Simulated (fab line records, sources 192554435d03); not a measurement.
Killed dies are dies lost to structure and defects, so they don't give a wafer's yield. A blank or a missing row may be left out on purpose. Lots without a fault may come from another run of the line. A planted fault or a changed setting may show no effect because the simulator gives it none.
Split-lot experiment | flow n5_finfet | 7 lots, 21 wafers read, on a route of 1938 steps

THE SPLIT
At N5_BEOL_M1_ETCH_64 (etches SOC in N2/H2, target depth 75 nm, overetch 15 nm, time 112.5 s), the setting bias_w was moved away from the recipe's 150 W on 5 of the 21 wafers read, by +5.1% to +17.2%. The other wafers ran this setting at the recipe's value.

The reading is taken at the split's own step.

THE READING
rf_vpp_V, in V, at N5_BEOL_M1_ETCH_64 (etches SOC in N2/H2, target depth 75 nm, overetch 15 nm, time 112.5 s). Fault-free wafers of this fab line usually give 523.0 V, standard deviation 2.4 V.

wafer  | tool, chamber at the split | bias_w as run, W | against the recipe | rf_vpp_V, V | against lot-mates on the recipe
L079.1 | rie_diel-03, 1             | 150              | recipe             | 526.8       | -
L079.2 | rie_diel-03, 3             | 150              | recipe             | 522.4       | -
L079.6 | rie_diel-03, 1             | 157.6            | +5.1%              | 542.0       | +17.4
L080.2 | rie_diel-03, 0             | 150              | recipe             | 519.2       | -
L080.3 | rie_diel-03, 2             | 150              | recipe             | 521.2       | -
L080.5 | rie_diel-03, 3             | 150              | recipe             | 522.3       | -
L082.2 | rie_diel-03, 2             | 150              | recipe             | 521.7       | -
L082.3 | rie_diel-03, 3             | 160.7            | +7.1%              | 546.2       | +24.5
L082.5 | rie_diel-03, 2             | 160.7            | +7.1%              | 543.5       | +21.8
L085.1 | rie_diel-04, 3             | 150              | recipe             | 524.9       | -
L085.2 | rie_diel-04, 0             | 175.8            | +17.2%             | 579.4       | +54.5
L085.5 | rie_diel-04, 3             | 175.8            | +17.2%             | 576.6       | +51.7
L093.2 | rie_diel-04, 2             | 150              | recipe             | 522.5       | -
L093.4 | rie_diel-04, 1             | 150              | recipe             | 528.1       | -
L093.5 | rie_diel-04, 0             | 150              | recipe             | 523.8       | -
L094.1 | rie_diel-02, 0             | 150              | recipe             | 524.1       | -
L094.3 | rie_diel-02, 2             | 150              | recipe             | 521.3       | -
L094.5 | rie_diel-02, 1             | 150              | recipe             | 517.0       | -
L097.2 | rie_diel-04, 3             | 150              | recipe             | 522.6       | -
L097.3 | rie_diel-04, 2             | 150              | recipe             | 522.3       | -
L097.6 | rie_diel-04, 3             | 150              | recipe             | 523.2       | -

THE FIT
A straight line over all 21 wafers: rf_vpp_V changes by +3.21 V for each +1% of bias_w; r = +0.99; the points scatter about the line by 2.5 V.
The same after taking each lot's own level away (the mean of its wafers on the recipe; 21 wafers): +3.11 V for each +1%; r = +0.99; scatter 1.9 V.
On that fit, the largest move of bias_w shifts the reading by 54 V.
The lots' own levels span 520.80 to 524.90 V, that is 1.7 times the standard deviation above.
So the lot-to-lot level changes the slope little: the two slopes agree.
Check: with one of the wafers moved furthest among these (+17.2%) left out of the fit, the line predicts +53.1 V for it against its lot-mates. It came out at +54.5 V against them.
Tool readings at the split's step, against how far the setting was moved: rf_vpp_V r = +0.99.

OTHER SPLITS ON THESE WAFERS
These wafers also went through other splits before the reading. Each is held against what the fit with the lots' levels taken away leaves over:
other split on the same wafers        | wafers away from the commonest value | r with rf_vpp_V (lot level and that fit taken away)
N5_GATE_CUT_COAT_34 spin_rpm          | 6                                    | +0.01
N5_GATE_CUT_DESCUM_18 time_s          | 10                                   | +0.19
N5_MOL_CONTACT_COAG_PECVD_31 temp_c   | 7                                    | +0.11
N5_MOL_CONTACT_COAG_COAT_76 spin_rpm  | 3                                    | -0.08
N5_BEOL_M0_SAQP_SPACER1_ALD_98 temp_c | 3                                    | +0.05
N5_BEOL_M0_ETCH_128 source_w          | 4                                    | -0.19

THE WHOLE CHAIN: every reading that the file lists as answering this split, in the file's order
step               | what it does                                                          | reading                                                                          | change (the file's fit)                | r (the file's)
N5_BEOL_M1_ETCH_64 | etches SOC in N2/H2, target depth 75 nm, overetch 15 nm, time 112.5 s | rf_vpp_V                                                                         | +3.14 V for each +1% of the setting    | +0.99
N5_BEOL_M1_ETCH_64 | etches SOC in N2/H2, target depth 75 nm, overetch 15 nm, time 112.5 s | SiARC_of_BEOL_M1_COAT_62.thk_nm (the simulator's own value, which no gauge read) | -0.0593 nm for each +1% of the setting | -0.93

THE FILE'S OWN FIT
rf_vpp_V changes by +3.14 V for each +1% of bias_w, r = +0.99.
